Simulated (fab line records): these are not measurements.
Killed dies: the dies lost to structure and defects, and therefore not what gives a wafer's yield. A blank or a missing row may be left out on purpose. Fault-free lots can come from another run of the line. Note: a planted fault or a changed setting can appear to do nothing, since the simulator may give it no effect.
What tool caused it? | flow nand_harc | 72 wafers from 24 lots sampled at 6 of the route's 1159 steps

== WHAT EACH GAUGE READ, for each wafer ==
The record holds no reading of a measuring or inspecting step that can be judged against a usual standard deviation.

== WHAT TOOL EACH LOT RAN ON (gives the tool, then ch and the chambers of the sampled wafers, and finally the start) ==
lot  | NHARC_P_GATE_RTA_80              | NHARC_P_CONTACT_STRIP_28           | NHARC_P_M0_DEGAS_28          | NHARC_P_M0_PVD_21                       | NHARC_P_M1_ETCH_15                            | NHARC_P_BONDPAD_DEP_00
L074 | rtp_anneal-02 ch 0, day 5 03:37  | rie_diel-11 ch 1,2,3, day 5 07:04  | pvd_sputter-01, day 5 11:11  | pvd_sputter-01, day 5 22:01 or earlier  | rie_diel-12 ch 0,1,3, day 5 22:01 or earlier  | pecvd-01 ch 0,2, day 5 22:01
L075 | rtp_anneal-02 ch 0, day 5 13:05  | rie_diel-11 ch 0,1,2, day 5 16:52  | pvd_sputter-01, day 5 21:01  | pvd_sputter-01, day 6 07:19 or earlier  | rie_diel-08 ch 0,1,3, day 6 07:19 or earlier  | pecvd-02 ch 0,1,2, day 6 07:19
L077 | rtp_anneal-01 ch 0, day 6 05:08  | rie_diel-11 ch 2,3, day 6 08:31    | pvd_sputter-02, day 6 18:00  | pvd_sputter-02, no start                | rie_diel-09 ch 0,2,3, no start                | pecvd-01 ch 0,1, no start
L076 | rtp_anneal-02 ch 0, day 6 08:04  | rie_diel-07 ch 0,2,3, day 6 11:20  | pvd_sputter-01, day 6 17:38  | pvd_sputter-01, day 7 03:53 or earlier  | rie_diel-12 ch 1,2,3, day 7 03:53 or earlier  | pecvd-01 ch 0,1, day 7 03:53
L079 | rtp_anneal-02 ch 0, day 6 11:38  | rie_diel-07 ch 1,2,3, day 6 15:00  | pvd_sputter-02, day 6 19:41  | pvd_sputter-02, day 7 06:07 or earlier  | rie_diel-12 ch 1,2,3, day 7 06:07 or earlier  | pecvd-01 ch 0,2, day 7 06:07
L078 | rtp_anneal-02 ch 0, day 6 13:28  | rie_diel-11 ch 0,2,3, day 6 16:41  | pvd_sputter-01, day 7 02:27  | pvd_sputter-01, day 7 12:57 or earlier  | rie_diel-09 ch 0,2,3, day 7 12:57 or earlier  | pecvd-03 ch 1,2, day 7 12:57
L081 | rtp_anneal-01 ch 0, day 7 02:52  | rie_diel-11 ch 0,3, day 7 06:11    | pvd_sputter-03, day 7 15:40  | pvd_sputter-03, day 8 02:58 or earlier  | rie_diel-08 ch 0,2,3, day 8 02:58 or earlier  | pecvd-01 ch 0,1,2, day 8 02:58
L080 | rtp_anneal-01 ch 0, day 7 03:10  | rie_diel-02 ch 0,1,2, day 7 06:32  | pvd_sputter-02, day 7 16:14  | pvd_sputter-02, no start                | rie_diel-12 ch 0,2,3, no start                | pecvd-02 ch 1,2, no start
L082 | rtp_anneal-01 ch 0, day 7 19:34  | rie_diel-11 ch 0,1,3, day 7 22:58  | pvd_sputter-01, day 8 03:19  | pvd_sputter-01, day 8 13:38 or earlier  | rie_diel-12 ch 0,1,2, day 8 13:38 or earlier  | pecvd-01 ch 0,1,2, day 8 13:38
L083 | rtp_anneal-01 ch 0, day 8 00:22  | rie_diel-11 ch 1,3, day 8 03:39    | pvd_sputter-03, day 8 09:07  | pvd_sputter-03, day 8 19:37 or earlier  | rie_diel-12 ch 0,1,2, day 8 19:37 or earlier  | pecvd-01 ch 0,1, day 8 19:37
L084 | rtp_anneal-02 ch 0, day 8 04:20  | rie_diel-07 ch 0,1, day 8 07:37    | pvd_sputter-02, day 8 14:29  | pvd_sputter-02, day 9 01:31 or earlier  | rie_diel-09 ch 0,3, day 9 01:31 or earlier    | pecvd-02 ch 0,2, day 9 01:31
L087 | rtp_anneal-01 ch 0, day 9 02:35  | rie_diel-07 ch 0,2,3, day 9 05:59  | pvd_sputter-02, day 9 19:40  | pvd_sputter-02, no start                | rie_diel-12 ch 0,1,3, no start                | pecvd-03 ch 0,1,2, no start
L086 | rtp_anneal-01 ch 0, day 9 04:51  | rie_diel-11 ch 1,2, day 9 08:08    | pvd_sputter-02, day 9 19:52  | pvd_sputter-02, day 10 06:53 or earlier | rie_diel-08 ch 1,2,3, day 10 06:53 or earlier | pecvd-02 ch 0,2, day 10 06:53
L085 | rtp_anneal-02 ch 0, day 9 05:38  | rie_diel-11 ch 2,3, day 9 09:02    | pvd_sputter-02, day 9 20:14  | pvd_sputter-02, day 10 07:44 or earlier | rie_diel-12 ch 1,2, day 10 07:44 or earlier   | pecvd-02 ch 0,1, day 10 07:44
L088 | rtp_anneal-01 ch 0, day 9 09:07  | rie_diel-07 ch 0,1,2, day 9 13:30  | pvd_sputter-02, day 9 21:11  | pvd_sputter-02, no start                | rie_diel-12 ch 0,2,3, no start                | pecvd-01 ch 0,2, no start
L089 | rtp_anneal-01 ch 0, day 9 14:35  | rie_diel-07 ch 1,2,3, day 9 17:52  | pvd_sputter-01, day 10 00:20 | pvd_sputter-01, no start                | rie_diel-12 ch 1,2,3, no start                | pecvd-03 ch 1,2, no start
L090 | rtp_anneal-01 ch 0, day 9 17:39  | rie_diel-11 ch 0,1, day 9 21:13    | pvd_sputter-03, day 10 03:47 | pvd_sputter-03, day 10 15:12 or earlier | rie_diel-09 ch 1,2,3, day 10 15:12 or earlier | pecvd-03 ch 0,1,2, day 10 15:12
L092 | rtp_anneal-01 ch 0, day 9 23:01  | rie_diel-11 ch 0,1,2, day 10 02:25 | pvd_sputter-03, day 10 06:38 | pvd_sputter-03, day 10 17:23 or earlier | rie_diel-09 ch 0,1,2, day 10 17:23 or earlier | pecvd-01 ch 0,1,2, day 10 17:23
L091 | rtp_anneal-01 ch 0, day 10 00:10 | rie_diel-07 ch 0,2,3, day 10 03:22 | pvd_sputter-01, day 10 07:40 | pvd_sputter-01, day 10 18:38 or earlier | rie_diel-12 ch 1,2,3, day 10 18:38 or earlier | pecvd-01 ch 0,1,2, day 10 18:38
L094 | rtp_anneal-01 ch 0, day 10 05:27 | rie_diel-07 ch 0,1, day 10 08:53   | pvd_sputter-02, day 10 13:14 | pvd_sputter-02, no start                | rie_diel-12 ch 1,2, no start                  | pecvd-03 ch 0,1,2, no start
L093 | rtp_anneal-02 ch 0, day 10 06:13 | rie_diel-02 ch 0,1,3, day 10 09:31 | pvd_sputter-03, day 10 13:36 | pvd_sputter-03, day 11 01:37 or earlier | rie_diel-12 ch 1,2,3, day 11 01:37 or earlier | pecvd-02 ch 1,2, day 11 01:37
L095 | rtp_anneal-01 ch 0, day 10 18:33 | rie_diel-11 ch 2,3, day 10 21:55   | pvd_sputter-03, day 11 07:07 | pvd_sputter-03, day 11 17:54 or earlier | rie_diel-08 ch 0,1,3, day 11 17:54 or earlier | pecvd-01 ch 0,1, day 11 17:54
L096 | rtp_anneal-02 ch 0, day 10 23:52 | rie_diel-02 ch 0,2,3, day 11 03:22 | pvd_sputter-02, day 11 07:40 | pvd_sputter-02, day 11 18:05 or earlier | rie_diel-08 ch 0,1,2, day 11 18:05 or earlier | pecvd-03 ch 0,1,2, day 11 18:05
L097 | rtp_anneal-01 ch 0, day 11 08:51 | rie_diel-11 ch 0,2,3, day 11 12:29 | pvd_sputter-03, day 11 16:52 | pvd_sputter-03, day 12 03:25 or earlier | rie_diel-08 ch 1,2,3, day 12 03:25 or earlier | pecvd-03 ch 1,2, day 12 03:25
- NHARC_P_GATE_RTA_80: time 30 s.
- NHARC_P_CONTACT_STRIP_28: strips in O2.
- NHARC_P_M0_DEGAS_28: time 60 s.
- NHARC_P_M0_PVD_21: deposits Cu, target thk 30 nm, time 20.49 s.
- NHARC_P_M1_ETCH_15: etches the open film in C4F8/Ar, target depth 182.5 nm, time 91.2 s.
- NHARC_P_BONDPAD_DEP_00: deposits SiCN, target thk 250 nm.

== AS READ BY THE TOOLS THEMSELVES (means over the sampled wafers that have a number; for cases with no such wafer, the mark the record gives instead) ==
NHARC_P_GATE_RTA_80.
lot  | tool          | wafer_temp_C_max
L074 | rtp_anneal-02 | 301.2
L075 | rtp_anneal-02 | 301.0
L077 | rtp_anneal-01 | 301.6
L076 | rtp_anneal-02 | 301.1
L079 | rtp_anneal-02 | 300.8
L078 | rtp_anneal-02 | 300.8
L081 | rtp_anneal-01 | 301.2
L080 | rtp_anneal-01 | 301.7
L082 | rtp_anneal-01 | 301.2
L083 | rtp_anneal-01 | 301.2
L084 | rtp_anneal-02 | 300.9
L087 | rtp_anneal-01 | 301.6
L086 | rtp_anneal-01 | 301.5
L085 | rtp_anneal-02 | 300.7
L088 | rtp_anneal-01 | 301.9
L089 | rtp_anneal-01 | 301.3
L090 | rtp_anneal-01 | 301.7
L092 | rtp_anneal-01 | 301.5
L091 | rtp_anneal-01 | 301.5
L094 | rtp_anneal-01 | 301.6
L093 | rtp_anneal-02 | 300.7
L095 | rtp_anneal-01 | 301.3
L096 | rtp_anneal-02 | 301.0
L097 | rtp_anneal-01 | 301.1

NHARC_P_CONTACT_STRIP_28.
lot  | tool        | drypump_motor_current_A (A) | oes_product_au (a.u.) | rf_vpp_V (V) | showerhead_plenum_p_Torr (Torr) | throttle_valve_pct (%)
L074 | rie_diel-11 | 5.6                         | 1.009                 | 57.4         | 3.47                            | 17.045
L075 | rie_diel-11 | 5.8                         | 1.005                 | 57.5         | 3.58                            | 17.045
L077 | rie_diel-11 | 5.1                         | 0.992                 | 57.0         | 3.36                            | 17.040
L076 | rie_diel-07 | 6.0                         | 0.994                 | 58.2         | 3.59                            | 17.044
L079 | rie_diel-07 | 5.9                         | 0.989                 | 58.3         | 3.47                            | 17.033
L078 | rie_diel-11 | 5.4                         | 0.998                 | 57.3         | 3.47                            | 17.031
L081 | rie_diel-11 | 5.3                         | 0.996                 | 58.2         | 3.41                            | 17.035
L080 | rie_diel-02 | 6.0                         | 0.991                 | 58.2         | 3.52                            | 17.031
L082 | rie_diel-11 | 5.7                         | 1.003                 | 58.8         | 3.52                            | 17.051
L083 | rie_diel-11 | 5.9                         | 1.005                 | 56.5         | 3.52                            | 17.051
L084 | rie_diel-07 | 5.9                         | 0.998                 | 57.3         | 3.58                            | 17.032
L087 | rie_diel-07 | 6.0                         | 0.997                 | 57.9         | 3.59                            | 17.031
L086 | rie_diel-11 | 6.0                         | 0.993                 | 57.7         | 3.58                            | 17.036
L085 | rie_diel-11 | 5.1                         | 0.995                 | 57.4         | 3.36                            | 17.045
L088 | rie_diel-07 | 6.0                         | 0.997                 | 57.8         | 3.50                            | 17.038
L089 | rie_diel-07 | 6.0                         | 0.997                 | 57.1         | 3.47                            | 17.041
L090 | rie_diel-11 | 6.2                         | 0.997                 | 57.6         | 3.63                            | 17.040
L092 | rie_diel-11 | 5.8                         | 0.989                 | 58.6         | 3.58                            | 17.033
L091 | rie_diel-07 | 6.1                         | 0.992                 | 58.6         | 3.59                            | 17.031
L094 | rie_diel-07 | 5.7                         | 0.991                 | 57.2         | 3.46                            | 17.037
L093 | rie_diel-02 | 6.0                         | 0.986                 | 57.9         | 3.46                            | 17.031
L095 | rie_diel-11 | 5.2                         | 0.999                 | 56.8         | 3.41                            | 17.039
L096 | rie_diel-02 | 5.9                         | 0.993                 | 57.7         | 3.38                            | 17.042
L097 | rie_diel-11 | 5.4                         | 1.008                 | 58.3         | 3.46                            | 17.038

NHARC_P_M0_DEGAS_28.
lot  | tool           | heater_power_w (W)
L074 | pvd_sputter-01 | 377
L075 | pvd_sputter-01 | 340
L077 | pvd_sputter-02 | 365
L076 | pvd_sputter-01 | 353
L079 | pvd_sputter-02 | 350
L078 | pvd_sputter-01 | 357
L081 | pvd_sputter-03 | 304
L080 | pvd_sputter-02 | 346
L082 | pvd_sputter-01 | 330
L083 | pvd_sputter-03 | 329
L084 | pvd_sputter-02 | 369
L087 | pvd_sputter-02 | 331
L086 | pvd_sputter-02 | 333
L085 | pvd_sputter-02 | 347
L088 | pvd_sputter-02 | 342
L089 | pvd_sputter-01 | 343
L090 | pvd_sputter-03 | 316
L092 | pvd_sputter-03 | 333
L091 | pvd_sputter-01 | 301
L094 | pvd_sputter-02 | 345
L093 | pvd_sputter-03 | 310
L095 | pvd_sputter-03 | 311
L096 | pvd_sputter-02 | 322
L097 | pvd_sputter-03 | 306

NHARC_P_M0_PVD_21.
lot  | tool           | throttle_valve_pct (%)
L074 | pvd_sputter-01 | 29.4
L075 | pvd_sputter-01 | 29.8
L077 | pvd_sputter-02 | 29.1
L076 | pvd_sputter-01 | 29.4
L079 | pvd_sputter-02 | 30.1
L078 | pvd_sputter-01 | 30.3
L081 | pvd_sputter-03 | 30.2
L080 | pvd_sputter-02 | 30.0
L082 | pvd_sputter-01 | 29.9
L083 | pvd_sputter-03 | 30.1
L084 | pvd_sputter-02 | 30.3
L087 | pvd_sputter-02 | 29.8
L086 | pvd_sputter-02 | 29.3
L085 | pvd_sputter-02 | 29.8
L088 | pvd_sputter-02 | 29.4
L089 | pvd_sputter-01 | 29.7
L090 | pvd_sputter-03 | 29.8
L092 | pvd_sputter-03 | 30.0
L091 | pvd_sputter-01 | 29.9
L094 | pvd_sputter-02 | 29.9
L093 | pvd_sputter-03 | 30.2
L095 | pvd_sputter-03 | 30.1
L096 | pvd_sputter-02 | 30.0
L097 | pvd_sputter-03 | 29.7

NHARC_P_M1_ETCH_15.
lot  | tool        | oes_product_au (a.u.) | rf_vpp_V (V)
L074 | rie_diel-12 | 0.921                 | 443.7
L075 | rie_diel-08 | 0.950                 | 439.7
L077 | rie_diel-09 | 0.971                 | 442.0
L076 | rie_diel-12 | 0.922                 | 443.4
L079 | rie_diel-12 | 0.971                 | 443.5
L078 | rie_diel-09 | 0.965                 | 442.5
L081 | rie_diel-08 | 0.959                 | 440.4
L080 | rie_diel-12 | 0.967                 | 443.0
L082 | rie_diel-12 | 0.975                 | 443.3
L083 | rie_diel-12 | 0.936                 | 442.2
L084 | rie_diel-09 | 0.961                 | 441.2
L087 | rie_diel-12 | 0.967                 | 443.0
L086 | rie_diel-08 | 0.967                 | 439.0
L085 | rie_diel-12 | 0.969                 | 441.2
L088 | rie_diel-12 | 0.979                 | 442.9
L089 | rie_diel-12 | 0.958                 | 443.9
L090 | rie_diel-09 | 0.927                 | 441.1
L092 | rie_diel-09 | 0.925                 | 442.4
L091 | rie_diel-12 | 0.959                 | 443.3
L094 | rie_diel-12 | 0.970                 | 441.7
L093 | rie_diel-12 | 0.968                 | 443.1
L095 | rie_diel-08 | 0.954                 | 439.3
L096 | rie_diel-08 | 0.909                 | 438.8
L097 | rie_diel-08 | 0.921                 | 439.9

NHARC_P_BONDPAD_DEP_00.
lot  | tool     | heater_power_w (W)
L074 | pecvd-01 | 568
L075 | pecvd-02 | 622
L077 | pecvd-01 | 545
L076 | pecvd-01 | 552
L079 | pecvd-01 | 504
L078 | pecvd-03 | 612
L081 | pecvd-01 | 550
L080 | pecvd-02 | 561
L082 | pecvd-01 | 559
L083 | pecvd-01 | 581
L084 | pecvd-02 | 598
L087 | pecvd-03 | 583
L086 | pecvd-02 | 593
L085 | pecvd-02 | 629
L088 | pecvd-01 | 565
L089 | pecvd-03 | 657
L090 | pecvd-03 | 580
L092 | pecvd-01 | 528
L091 | pecvd-01 | 546
L094 | pecvd-03 | 564
L093 | pecvd-02 | 524
L095 | pecvd-01 | 520
L096 | pecvd-03 | 606
L097 | pecvd-03 | 619

== THE ANSWER, worked out from the rows above alone ==
Rule: what is usual is taken from the lots themselves. The widest of any qualifying gaps counts: lots, ordered by their means at a reading, are off when they make up no more than a third of the lots, leave a main group of 4 or more, and stand apart from it by 3 or more times the standard deviation of that group's means. The tables above print the reading to a certain number of digits; a main group whose means all agree to those digits is not used. A lot without any number at a reading at which 4 lots or more have one is off too. The other lots that the step has rows for count as sound. After the gauges, taken in route order, come the tools' own readings; for these a lot's mean is taken, as printed above. At the first step where some lot is off, the reading lying furthest off is the one used; lots without a number count as furthest.
No lot is off at any reading shown: from this, nothing can be told.

== WHAT THE SIMULATOR HAD INSERTED ==
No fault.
